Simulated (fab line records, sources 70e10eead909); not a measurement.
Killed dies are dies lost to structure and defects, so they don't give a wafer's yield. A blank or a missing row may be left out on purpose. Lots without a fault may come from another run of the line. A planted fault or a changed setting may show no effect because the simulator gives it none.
Which tool did it? | flow nand_harc | 23 lots, 69 wafers sampled, at 6 steps of a route of 1159

WHAT THE GAUGES READ, wafer by wafer
The record holds no reading of a measuring or inspecting step that can be judged against a usual standard deviation.

WHICH TOOL RAN EACH LOT (tool, then ch and the chambers of the sampled wafers, then the start)
lot  | NHARC_A_WL_FILL_RTA_01           | NHARC_A_WL_FILL_ALD_02              | NHARC_A_WL_FILL_CVD_20                   | NHARC_A_CONTACT_ETCH_48            | NHARC_A_CONTACT_ETCH_50                       | NHARC_A_CONTACT_ETCH_122
L074 | rtp_anneal-01 ch 0, day 14 19:56 | ald_metal-03 ch 1,2,3, day 14 20:11 | cvd_w-01 ch 0,1, day 16 02:38 or earlier | rie_diel-12 ch 0,1,2, day 16 02:38 | rie_diel-12 ch 0,3, day 16 05:16 or earlier   | har_cap_etch-02 ch 0,1, day 16 05:16
L075 | rtp_anneal-02 ch 0, day 15 03:18 | ald_metal-02 ch 0,1,2, day 15 03:34 | cvd_w-02 ch 1, day 16 13:02 or earlier   | rie_diel-12 ch 0,1,3, day 16 13:02 | rie_diel-12 ch 1,3, day 16 17:14 or earlier   | har_cap_etch-03 ch 0,1, day 16 17:14
L077 | rtp_anneal-01 ch 0, day 15 03:24 | ald_metal-03 ch 0,3, day 15 03:33   | cvd_w-01 ch 0,1, day 16 14:16 or earlier | rie_diel-03 ch 1,3, day 16 14:16   | rie_diel-03 ch 0,3, day 16 17:06 or earlier   | har_cap_etch-02 ch 0,1, day 16 17:06
L078 | rtp_anneal-01 ch 0, day 15 17:49 | ald_metal-02 ch 0,3, day 15 18:03   | cvd_w-01 ch 0,1, day 17 05:02 or earlier | rie_diel-12 ch 0,3, day 17 05:02   | rie_diel-12 ch 1,3, day 17 07:20 or earlier   | har_cap_etch-01 ch 0,1, day 17 07:20
L076 | rtp_anneal-02 ch 0, day 15 17:59 | ald_metal-04 ch 0,1, day 15 18:10   | cvd_w-01 ch 1, day 17 08:58 or earlier   | rie_diel-11 ch 1,2,3, day 17 08:58 | rie_diel-11 ch 1,2, day 17 11:17 or earlier   | har_cap_etch-01 ch 0, day 17 11:17
L080 | rtp_anneal-01 ch 0, day 16 00:43 | ald_metal-02 ch 0,1, day 16 00:55   | cvd_w-02 ch 0,1, day 17 22:18 or earlier | rie_diel-12 ch 0,2, day 17 22:18   | rie_diel-12 ch 1,2,3, day 18 00:38 or earlier | har_cap_etch-03 ch 0,1, day 18 00:38
L079 | rtp_anneal-01 ch 0, day 16 00:53 | ald_metal-04 ch 0,1,2, day 16 01:09 | cvd_w-01 ch 0,1, day 17 20:04 or earlier | rie_diel-03 ch 0,1,2, day 17 20:04 | rie_diel-03 ch 1,2,3, day 17 22:21 or earlier | har_cap_etch-01 ch 0,1, day 17 22:21
L081 | rtp_anneal-02 ch 0, day 16 01:01 | ald_metal-03 ch 1,2,3, day 16 01:16 | cvd_w-01 ch 0,1, day 18 01:07 or earlier | rie_diel-03 ch 0,1,2, day 18 01:07 | rie_diel-03 ch 0,1,2, day 18 03:25 or earlier | har_cap_etch-02 ch 0,1, day 18 03:25
L082 | rtp_anneal-02 ch 0, day 16 20:37 | ald_metal-04 ch 1,2,3, day 16 20:53 | cvd_w-01 ch 1, day 18 14:08 or earlier   | rie_diel-03 ch 2,3, day 18 14:08   | rie_diel-03 ch 0,1, day 18 16:25 or earlier   | har_cap_etch-03 ch 0,1, day 18 16:25
L083 | rtp_anneal-02 ch 0, day 16 20:47 | ald_metal-03 ch 1,2,3, day 16 21:05 | cvd_w-02 ch 1, day 18 14:22 or earlier   | rie_diel-11 ch 0,1, day 18 14:22   | rie_diel-11 ch 0,3, day 18 16:49 or earlier   | har_cap_etch-02 ch 0,1, day 18 16:49
L084 | rtp_anneal-01 ch 0, day 17 00:14 | ald_metal-02 ch 0,3, day 17 00:28   | cvd_w-02 ch 0,1, day 18 18:29 or earlier | rie_diel-03 ch 0,3, day 18 18:29   | rie_diel-03 ch 1,2,3, day 18 20:52 or earlier | har_cap_etch-03 ch 0,1, day 18 20:52
L085 | rtp_anneal-02 ch 0, day 17 06:41 | ald_metal-03 ch 2,3, day 17 06:57   | cvd_w-01 ch 1, day 19 00:04 or earlier   | rie_diel-11 ch 0,1,2, day 19 00:04 | rie_diel-11 ch 1,2,3, day 19 02:30 or earlier | har_cap_etch-02 ch 0, day 19 02:30
L086 | rtp_anneal-01 ch 0, day 17 16:15 | ald_metal-03 ch 0,3, day 17 16:28   | cvd_w-02 ch 1, day 19 12:17 or earlier   | rie_diel-03 ch 0,1,3, day 19 12:17 | rie_diel-03 ch 0,2,3, day 19 14:57 or earlier | har_cap_etch-01 ch 0,1, day 19 14:57
L087 | rtp_anneal-01 ch 0, day 17 16:28 | ald_metal-02 ch 0,2,3, day 17 16:42 | cvd_w-01 ch 0,1, day 19 05:47 or earlier | rie_diel-11 ch 0,1, day 19 05:47   | rie_diel-11 ch 0,1,3, day 19 08:26 or earlier | har_cap_etch-01 ch 0,1, day 19 08:26
L090 | rtp_anneal-01 ch 0, day 18 14:20 | ald_metal-04 ch 1,3, day 18 14:33   | cvd_w-02 ch 1, day 20 00:16 or earlier   | rie_diel-11 ch 1,3, day 20 00:16   | rie_diel-11 ch 0,2, day 20 02:36 or earlier   | har_cap_etch-03 ch 0,1, day 20 02:36
L088 | rtp_anneal-01 ch 0, day 18 14:32 | ald_metal-02 ch 0,2,3, day 18 14:46 | cvd_w-01 ch 0,1, day 20 04:08 or earlier | rie_diel-11 ch 1,3, day 20 04:08   | rie_diel-11 ch 0,1,3, day 20 06:26 or earlier | har_cap_etch-02 ch 0,1, day 20 06:26
L093 | rtp_anneal-02 ch 0, day 18 19:35 | ald_metal-04 ch 1,2,3, day 18 19:48 | cvd_w-02 ch 0,1, day 20 06:13 or earlier | rie_diel-03 ch 0,1, day 20 06:13   | rie_diel-03 ch 0,1,2, day 20 08:31 or earlier | har_cap_etch-03 ch 0,1, day 20 08:31
L089 | rtp_anneal-01 ch 0, day 18 19:37 | ald_metal-03 ch 1,2, day 18 19:50   | cvd_w-02 ch 0,1, day 20 11:32 or earlier | rie_diel-03 ch 0,1,3, day 20 11:32 | rie_diel-03 ch 0,1,2, day 20 14:01 or earlier | har_cap_etch-02 ch 0,1, day 20 14:01
L091 | rtp_anneal-02 ch 0, day 18 19:46 | ald_metal-02 ch 1,3, day 18 19:59   | cvd_w-01 ch 0,1, day 20 12:01 or earlier | rie_diel-12 ch 0,2,3, day 20 12:01 | rie_diel-12 ch 1,2,3, day 20 14:16 or earlier | har_cap_etch-03 ch 0,1, day 20 14:16
L092 | rtp_anneal-02 ch 0, day 19 12:53 | ald_metal-03 ch 0,1,3, day 19 13:07 | cvd_w-02 ch 0,1, day 20 19:29 or earlier | rie_diel-03 ch 1,2,3, day 20 19:29 | rie_diel-03 ch 0,1,2, day 20 21:56 or earlier | har_cap_etch-02 ch 0,1, day 20 21:56
L096 | rtp_anneal-02 ch 0, day 20 01:31 | ald_metal-03 ch 0,3, day 20 01:42   | cvd_w-02 ch 0,1, day 21 12:00 or earlier | rie_diel-03 ch 1,2, day 21 12:00   | rie_diel-03 ch 1,2, day 21 15:13 or earlier   | har_cap_etch-02 ch 0,1, day 21 15:13
L097 | rtp_anneal-02 ch 0, day 20 01:41 | ald_metal-04 ch 0,2, day 20 01:52   | cvd_w-02 ch 1, day 21 15:23 or earlier   | rie_diel-12 ch 1,2, day 21 15:23   | rie_diel-12 ch 0,1,2, day 21 17:41 or earlier | har_cap_etch-01 ch 1, day 21 17:41
L095 | rtp_anneal-01 ch 0, day 20 17:10 | ald_metal-02 ch 1,2, day 20 17:22   | cvd_w-02 ch 0,1, day 22 02:11 or earlier | rie_diel-03 ch 1,2, day 22 02:11   | rie_diel-03 ch 2,3, day 22 04:28 or earlier   | har_cap_etch-03 ch 0,1, day 22 04:28
- NHARC_A_WL_FILL_RTA_01: time 5 s.
- NHARC_A_WL_FILL_ALD_02: deposits TiN, target thk 2 nm, pulse time 3 s, ald cycles 100.
- NHARC_A_WL_FILL_CVD_20: deposits W, target thk 75 nm, time 5064 s.
- NHARC_A_CONTACT_ETCH_48: etches the open film in CF4, target depth 39 nm, time 65 s.
- NHARC_A_CONTACT_ETCH_50: etches the open film in CF4/CHF3, target depth 84.7 nm, time 42.4 s.
- NHARC_A_CONTACT_ETCH_122: etches the open film in C4F8/O2/Ar, time 95 s, target depth 930 nm.

WHAT THE TOOLS THEMSELVES READ (means of the sampled wafers that have a number; where no wafer has one, the mark that the record gives instead)
NHARC_A_WL_FILL_RTA_01. Usual: lamp_power_pct 30.50 %, standard deviation 0.1; lamp_zone_4_pct 30.50 %, standard deviation 0.11; lamp_zone_5_pct 30.50 %, standard deviation 0.1; wafer_temp_C_max 1004.7, standard deviation 1.3.
lot  | tool          | lamp_power_pct (%) | lamp_zone_4_pct (%) | lamp_zone_5_pct (%) | wafer_temp_C_max | flag
L074 | rtp_anneal-01 | 30.57              | 30.63               | 30.56               | 1006.6           |
L075 | rtp_anneal-02 | 30.41              | 30.40               | 30.41               | 1004.2           |
L077 | rtp_anneal-01 | 30.60              | 30.55               | 30.57               | 1005.7           |
L078 | rtp_anneal-01 | 30.59              | 30.61               | 30.60               | 1005.3           |
L076 | rtp_anneal-02 | 30.41              | 30.38               | 30.41               | 1004.5           |
L080 | rtp_anneal-01 | 30.59              | 30.59               | 30.61               | 1004.9           |
L079 | rtp_anneal-01 | 30.60              | 30.59               | 30.63               | 1005.7           |
L081 | rtp_anneal-02 | 30.34              | 30.34               | 30.37               | 1003.5           |
L082 | rtp_anneal-02 | 30.40              | 30.40               | 30.39               | 1003.6           |
L083 | rtp_anneal-02 | 30.42              | 30.41               | 30.39               | 1003.7           |
L084 | rtp_anneal-01 | 30.60              | 30.59               | 30.58               | 1006.6           |
L085 | rtp_anneal-02 | 30.40              | 30.41               | 30.40               | 1003.9           |
L086 | rtp_anneal-01 | 30.55              | 30.53               | 30.56               | 1005.1           |
L087 | rtp_anneal-01 | 30.57              | 30.61               | 30.59               | 1006.9           |
L090 | rtp_anneal-01 | 30.62              | 30.62               | 30.60               | 1005.5           |
L088 | rtp_anneal-01 | 30.57              | 30.59               | 30.63               | 1005.7           |
L093 | rtp_anneal-02 | 30.43              | 30.38               | 30.38               | 1002.9           |
L089 | rtp_anneal-01 | 30.61              | 30.60               | 30.63               | 1004.9           |
L091 | rtp_anneal-02 | 30.40              | 30.39               | 30.41               | 1003.2           |
L092 | rtp_anneal-02 | 30.40              | 30.40               | 30.42               | 1003.5           |
L096 | rtp_anneal-02 | 30.42              | 30.38               | 30.42               | 1004.9           |
L097 | rtp_anneal-02 | 30.37              | 30.39               | 30.43               | 1003.7           |
L095 | rtp_anneal-01 | 30.60              | 30.60               | 30.62               | 1005.2           |

NHARC_A_WL_FILL_ALD_02. Usual: heater_power_outer_w 677 W, standard deviation 64; heater_power_w 1055 W, standard deviation 85; precursor_pulse_height_rel 1.000, standard deviation 0.022.
lot  | tool         | heater_power_outer_w (W) | heater_power_w (W) | precursor_pulse_height_rel | flag
L074 | ald_metal-03 | 678                      | 1029               | 1.013                      |
L075 | ald_metal-02 | 679                      | 1027               | 1.003                      |
L077 | ald_metal-03 | 712                      | 1106               | 0.983                      |
L078 | ald_metal-02 | 661                      | 1013               | 0.992                      |
L076 | ald_metal-04 | 644                      | 1011               | 0.986                      |
L080 | ald_metal-02 | 737                      | 1102               | 1.002                      |
L079 | ald_metal-04 | 659                      | 1067               | 0.995                      |
L081 | ald_metal-03 | 680                      | 1039               | 1.031                      |
L082 | ald_metal-04 | 719                      | 1123               | 1.018                      |
L083 | ald_metal-03 | 683                      | 1053               | 0.985                      |
L084 | ald_metal-02 | 632                      | 961                | 1.006                      |
L085 | ald_metal-03 | 631                      | 985                | 1.000                      |
L086 | ald_metal-03 | 686                      | 1102               | 0.979                      |
L087 | ald_metal-02 | 636                      | 996                | 0.999                      |
L090 | ald_metal-04 | 688                      | 1055               | 1.001                      |
L088 | ald_metal-02 | 635                      | 1010               | 1.023                      |
L093 | ald_metal-04 | 703                      | 1107               | 0.994                      |
L089 | ald_metal-03 | 676                      | 1051               | 0.987                      |
L091 | ald_metal-02 | 752                      | 1113               | 1.007                      |
L092 | ald_metal-03 | 714                      | 1118               | 1.005                      |
L096 | ald_metal-03 | 690                      | 1092               | 0.974                      |
L097 | ald_metal-04 | 623                      | 1015               | 1.013                      |
L095 | ald_metal-02 | 682                      | 1060               | 1.021                      |

NHARC_A_WL_FILL_CVD_20. Usual: heater_power_outer_w 294 W, standard deviation 21; heater_power_w 515 W, standard deviation 46; mfc_h2_sccm 1600 sccm, standard deviation 5; throttle_valve_pct 7.90 %, standard deviation 0.26.
lot  | tool     | heater_power_outer_w (W) | heater_power_w (W) | mfc_h2_sccm (sccm) | throttle_valve_pct (%) | flag
L074 | cvd_w-01 | 270                      | 468                | 1601               | 8.01                   |
L075 | cvd_w-02 | 319                      | 544                | 1596               | 7.71                   |
L077 | cvd_w-01 | 277                      | 480                | 1603               | 8.01                   |
L078 | cvd_w-01 | 275                      | 479                | 1606               | 8.05                   |
L076 | cvd_w-01 | 264                      | 449                | 1599               | 7.90                   |
L080 | cvd_w-02 | 312                      | 551                | 1603               | 7.68                   |
L079 | cvd_w-01 | 269                      | 465                | 1603               | 7.94                   |
L081 | cvd_w-01 | 276                      | 484                | 1602               | 8.05                   |
L082 | cvd_w-01 | 266                      | 449                | 1603               | 7.94                   |
L083 | cvd_w-02 | 309                      | 531                | 1601               | 7.64                   |
L084 | cvd_w-02 | 312                      | 546                | 1601               | 7.65                   |
L085 | cvd_w-01 | 264                      | 448                | 1592               | 7.97                   |
L086 | cvd_w-02 | 311                      | 530                | 1597               | 7.50                   |
L087 | cvd_w-01 | 275                      | 472                | 1603               | 8.09                   |
L090 | cvd_w-02 | 311                      | 544                | 1597               | 7.39                   |
L088 | cvd_w-01 | 268                      | 477                | 1604               | 7.90                   |
L093 | cvd_w-02 | 313                      | 566                | 1598               | 7.80                   |
L089 | cvd_w-02 | 310                      | 542                | 1600               | 7.68                   |
L091 | cvd_w-01 | 277                      | 495                | 1592               | 8.04                   |
L092 | cvd_w-02 | 315                      | 567                | 1604               | 7.88                   |
L096 | cvd_w-02 | 312                      | 550                | 1599               | 7.85                   |
L097 | cvd_w-02 | 307                      | 537                | 1592               | 7.52                   |
L095 | cvd_w-02 | 311                      | 561                | 1601               | 7.84                   |

NHARC_A_CONTACT_ETCH_48. Usual: drypump_motor_current_A 5.9 A, standard deviation 0.38; oes_product_au 1.000 a.u., standard deviation 0.013; rf_fwd_power_W 297.4 W, standard deviation 1.3; rf_vpp_V 151.1 V, standard deviation 1.4; showerhead_plenum_p_Torr 1.76 Torr, standard deviation 0.088; throttle_valve_pct 13.284 %, standard deviation 0.0089.
lot  | tool        | drypump_motor_current_A (A) | oes_product_au (a.u.) | rf_fwd_power_W (W) | rf_vpp_V (V) | showerhead_plenum_p_Torr (Torr) | throttle_valve_pct (%) | flag
L074 | rie_diel-12 | 5.8                         | 0.990                 | 297.3              | 152.2        | 1.80                            | 13.276                 |
L075 | rie_diel-12 | 5.9                         | 0.988                 | 297.4              | 151.6        | 1.85                            | 13.282                 |
L077 | rie_diel-03 | 6.3                         | 1.000                 | 297.0              | 150.6        | 1.68                            | 13.284                 |
L078 | rie_diel-12 | 5.7                         | 0.991                 | 298.2              | 151.6        | 1.82                            | 13.290                 |
L076 | rie_diel-11 | 6.1                         | 1.012                 | 297.0              | 151.9        | 1.81                            | 13.290                 |
L080 | rie_diel-12 | 5.6                         | 1.014                 | 297.1              | 150.2        | 1.72                            | 13.290                 |
L079 | rie_diel-03 | 5.8                         | 0.994                 | 298.5              | 150.6        | 1.75                            | 13.284                 |
L081 | rie_diel-03 | 5.8                         | 0.993                 | 297.2              | 151.1        | 1.75                            | 13.286                 |
L082 | rie_diel-03 | 6.3                         | 0.984                 | 296.8              | 150.9        | 1.76                            | 13.283                 |
L083 | rie_diel-11 | 5.7                         | 1.002                 | 296.7              | 152.8        | 1.81                            | 13.284                 |
L084 | rie_diel-03 | 6.2                         | 0.997                 | 297.5              | 150.6        | 1.74                            | 13.283                 |
L085 | rie_diel-11 | 5.9                         | 1.004                 | 297.0              | 150.9        | 1.81                            | 13.288                 |
L086 | rie_diel-03 | 6.2                         | 1.001                 | 298.0              | 150.5        | 1.71                            | 13.285                 |
L087 | rie_diel-11 | 5.8                         | 0.999                 | 297.0              | 151.1        | 1.74                            | 13.282                 |
L090 | rie_diel-11 | 6.3                         | 1.018                 | 298.4              | 150.2        | 1.72                            | 13.285                 |
L088 | rie_diel-11 | 6.0                         | 1.031                 | 298.2              | 150.9        | 1.80                            | 13.275                 |
L093 | rie_diel-03 | 6.0                         | 0.999                 | 297.6              | 150.2        | 1.69                            | 13.285                 |
L089 | rie_diel-03 | 6.2                         | 1.000                 | 296.9              | 150.6        | 1.70                            | 13.278                 |
L091 | rie_diel-12 | 5.7                         | 1.002                 | 298.3              | 151.3        | 1.76                            | 13.283                 |
L092 | rie_diel-03 | 6.1                         | 0.996                 | 297.4              | 150.3        | 1.74                            | 13.277                 |
L096 | rie_diel-03 | 5.7                         | 0.997                 | 297.8              | 150.5        | 1.78                            | 13.279                 |
L097 | rie_diel-12 | 5.7                         | 0.995                 | 297.2              | 152.3        | 1.81                            | 13.280                 |
L095 | rie_diel-03 | 5.9                         | 1.002                 | 296.5              | 150.5        | 1.72                            | 13.294                 |

NHARC_A_CONTACT_ETCH_50. Usual: drypump_motor_current_A 6.0 A, standard deviation 0.4; oes_product_au 0.951 a.u., standard deviation 0.02; rf_fwd_power_W 493.7 W, standard deviation 2.4; rf_vpp_V 370.5 V, standard deviation 2.8; showerhead_plenum_p_Torr 1.57 Torr, standard deviation 0.08; throttle_valve_pct 16.803 %, standard deviation 0.0091.
lot  | tool        | drypump_motor_current_A (A) | oes_product_au (a.u.) | rf_fwd_power_W (W) | rf_vpp_V (V) | showerhead_plenum_p_Torr (Torr) | throttle_valve_pct (%) | flag
L074 | rie_diel-12 | 5.9                         | 0.913                 | 494.4              | 371.8        | 1.63                            | 16.804                 |
L075 | rie_diel-12 | 5.8                         | 0.921                 | 492.5              | 373.0        | 1.66                            | 16.799                 |
L077 | rie_diel-03 | 6.4                         | 0.943                 | 493.0              | 369.8        | 1.54                            | 16.800                 |
L078 | rie_diel-12 | 5.8                         | 0.964                 | 494.1              | 373.5        | 1.66                            | 16.804                 |
L076 | rie_diel-11 | 6.0                         | 0.940                 | 492.8              | 374.2        | 1.68                            | 16.801                 |
L080 | rie_diel-12 | 5.6                         | 0.948                 | 493.8              | 370.5        | 1.59                            | 16.814                 |
L079 | rie_diel-03 | 6.1                         | 0.966                 | 492.6              | 369.6        | 1.55                            | 16.797                 |
L081 | rie_diel-03 | 5.8                         | 0.967                 | 495.5              | 370.8        | 1.56                            | 16.805                 |
L082 | rie_diel-03 | 5.9                         | 0.971                 | 496.3              | 369.3        | 1.53                            | 16.806                 |
L083 | rie_diel-11 | 6.1                         | 0.934                 | 495.2              | 367.0        | 1.48                            | 16.800                 |
L084 | rie_diel-03 | 6.1                         | 0.943                 | 493.3              | 370.1        | 1.55                            | 16.800                 |
L085 | rie_diel-11 | 6.1                         | 0.964                 | 492.6              | 371.6        | 1.60                            | 16.805                 |
L086 | rie_diel-03 | 6.1                         | 0.965                 | 495.6              | 369.9        | 1.58                            | 16.802                 |
L087 | rie_diel-11 | 6.1                         | 0.978                 | 494.7              | 369.2        | 1.54                            | 16.797                 |
L090 | rie_diel-11 | 6.0                         | 0.929                 | 488.4              | 371.7        | 1.61                            | 16.810                 |
L088 | rie_diel-11 | 6.0                         | 0.976                 | 492.7              | 368.7        | 1.54                            | 16.814                 |
L093 | rie_diel-03 | 5.8                         | 0.973                 | 495.1              | 369.5        | 1.56                            | 16.807                 |
L089 | rie_diel-03 | 5.8                         | 0.962                 | 494.7              | 370.2        | 1.56                            | 16.802                 |
L091 | rie_diel-12 | 5.6                         | 0.956                 | 492.8              | 371.3        | 1.59                            | 16.797                 |
L092 | rie_diel-03 | 5.8                         | 0.947                 | 495.1              | 369.7        | 1.56                            | 16.806                 |
L096 | rie_diel-03 | 5.8                         | 0.946                 | 494.7              | 369.1        | 1.53                            | 16.807                 |
L097 | rie_diel-12 | 5.8                         | 0.932                 | 492.9              | 370.8        | 1.59                            | 16.811                 |
L095 | rie_diel-03 | 6.3                         | 0.942                 | 494.3              | 370.1        | 1.56                            | 16.804                 |

THE ANSWER, worked out from the rows above alone
Rule: a lot is off if the mean of its wafers that have a number lies more than 3 standard deviations from the usual mean. A lot without any number at a reading at which 4 lots or more have one is off too. The other lots that the step has rows for count as sound. The gauges are gone through in route order, then the tools' own readings, and for those a lot's mean is taken as printed above. The first step at which some lot is off is used, and at that step the reading that is off furthest; a lot without a number counts as furthest.
No lot is off at any reading shown: from this, nothing can be told.

WHAT THE SIMULATOR HAD PUT IN
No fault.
